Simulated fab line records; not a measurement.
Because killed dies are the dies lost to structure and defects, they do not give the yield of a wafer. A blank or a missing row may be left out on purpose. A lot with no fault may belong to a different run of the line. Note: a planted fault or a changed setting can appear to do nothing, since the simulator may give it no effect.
Lot-split experiment | flow n5Finfet | 21 wafers read across 7 lots, on a route 1938 steps long

== SPLIT DETAILS ==
At N5_GATE_CUT_COAT_07 (resist thk 30 nm), the setting spinRpm was moved away from the recipe's 1500 rpm on 9 of the 21 wafers read, by -4.2% to +10.9%. All remaining wafers had this setting at the recipe value.

== THE PATH FROM SPLIT TO READING: the file shows 1 step between them ==
- N5_GATE_CUT_DESCUM_18: chemistry O2, time 7 s (also split here: timeS)

== THE READING ==
CAR-EUV_of_GATE_CUT_COAT_07.thkNm (the simulator's own value, which no gauge read), in nm, at N5_GATE_CUT_ETCH_28 (etches underlayer in N2/H2, target depth 13 nm, time 10.4 s). The file does not state a usual value for it. Here, 12 wafers ran the recipe; their average is 14.6 nm with a standard deviation of 0.34 nm.

wafer  | tool, chamber at the split | spinRpm as run, rpm | against the recipe | CAR-EUV_of_GATE_CUT_COAT_07.thkNm, nm | against lot-mates on the recipe
L077.2 | lithoTrack-03, 0           | 1500                | recipe             | 14.6                                  | -
L077.3 | lithoTrack-03, 0           | 1612                | +7.5%              | 13                                    | -1.4
L077.5 | lithoTrack-03, 0           | 1500                | recipe             | 14.2                                  | -
L080.2 | lithoTrack-03, 0           | 1663                | +10.9%             | 13.8                                  | -1.8
L080.4 | lithoTrack-03, 0           | 1500                | recipe             | 15.6                                  | -
L080.6 | lithoTrack-03, 0           | 1663                | +10.9%             | 13.2                                  | -2.4
L083.3 | lithoTrack-01, 0           | 1500                | recipe             | 14.6                                  | -
L083.5 | lithoTrack-01, 0           | 1500                | recipe             | 14.4                                  | -
L083.6 | lithoTrack-01, 0           | 1573                | +4.9%              | 13.8                                  | -0.7
L090.1 | lithoTrack-01, 0           | 1437                | -4.2%              | 15.4                                  | +0.8
L090.3 | lithoTrack-01, 0           | 1437                | -4.2%              | 16                                    | +1.4
L090.6 | lithoTrack-01, 0           | 1500                | recipe             | 14.6                                  | -
L095.1 | lithoTrack-04, 0           | 1500                | recipe             | 14.8                                  | -
L095.2 | lithoTrack-04, 0           | 1500                | recipe             | 14.6                                  | -
L095.5 | lithoTrack-04, 0           | 1500                | recipe             | 14.6                                  | -
L096.2 | lithoTrack-04, 0           | 1500                | recipe             | 14.2                                  | -
L096.3 | lithoTrack-04, 0           | 1500                | recipe             | 14.6                                  | -
L096.6 | lithoTrack-04, 0           | 1590                | +6.0%              | 13.4                                  | -1.0
L097.1 | lithoTrack-01, 0           | 1500                | recipe             | 14.6                                  | -
L097.2 | lithoTrack-01, 0           | 1599                | +6.6%              | 14.2                                  | -0.4
L097.3 | lithoTrack-01, 0           | 1599                | +6.6%              | 14.2                                  | -0.4

THE FIT
A straight line over all 21 wafers: CAR-EUV_of_GATE_CUT_COAT_07.thkNm changes by -0.139 nm for each +1% of spinRpm; r = -0.82; the points scatter about the line by 0.43 nm.
The same after taking each lot's own level away (the mean of its wafers on the recipe; 21 wafers): -0.178 nm for each +1%; r = -0.93; scatter 0.32 nm.
According to that fit, moving spinRpm by its largest amount changes the reading by 1.9 nm.
The lots' own levels span 14.40 to 15.60 nm, that is 3.5 times the standard deviation above.
Thus the slope moves with the lot-to-lot level: the two fits are different.
Check: with one of the wafers moved furthest among these (+10.9%) left out of the fit, the line predicts -1.85 nm for it against its lot-mates. It came out at -1.8 nm against them.

== THESE WAFERS: OTHER SPLITS ==
These wafers also went through other splits before the reading. Each is held against what the fit with the lots' levels taken away leaves over:
other split on the same wafers | wafers away from the commonest value | r with CAR-EUV_of_GATE_CUT_COAT_07.thkNm (lot level and that fit taken away)
N5_GATE_CUT_DESCUM_18 timeS    | 9                                    | -0.67

== THE WHOLE CHAIN: every reading that the file lists as answering this split, in the file's order ==
step                  | what it does                                                | reading                                                                            | change (the file's fit)                                                                | r (the file's)
N5_GATE_CUT_COAT_07   | resist thk 30 nm                                            | CAR-EUV_of_GATE_CUT_COAT_07.thkNm (the simulator's own value, which no gauge read) | -0.146 nm for each +1% of the setting                                                  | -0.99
N5_GATE_CUT_DESCUM_18 | chemistry O2, time 7 s                                      | CAR-EUV_of_GATE_CUT_COAT_07.thkNm (the simulator's own value, which no gauge read) | -0.157 nm for each +1% of the setting                                                  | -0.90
N5_GATE_CUT_ETCH_28   | etches underlayer in N2/H2, target depth 13 nm, time 10.4 s | CAR-EUV_of_GATE_CUT_COAT_07.thkNm (the simulator's own value, which no gauge read) | -0.169 nm for each +1% of the setting                                                  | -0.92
N5_GATE_CUT_ETCH_36   | etches SiARC in CF4, target depth 13 nm, time 21.7 s        | CAR-EUV_of_GATE_CUT_COAT_07.thkNm (the simulator's own value, which no gauge read) | -0.145 nm for each +1% of the setting, in a fit together with timeS@GATE_CUT_DESCUM_18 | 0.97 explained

== FILE'S OWN FIT ==
CAR-EUV_of_GATE_CUT_COAT_07.thkNm changes by -0.169 nm for each +1% of spinRpm, r = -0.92.
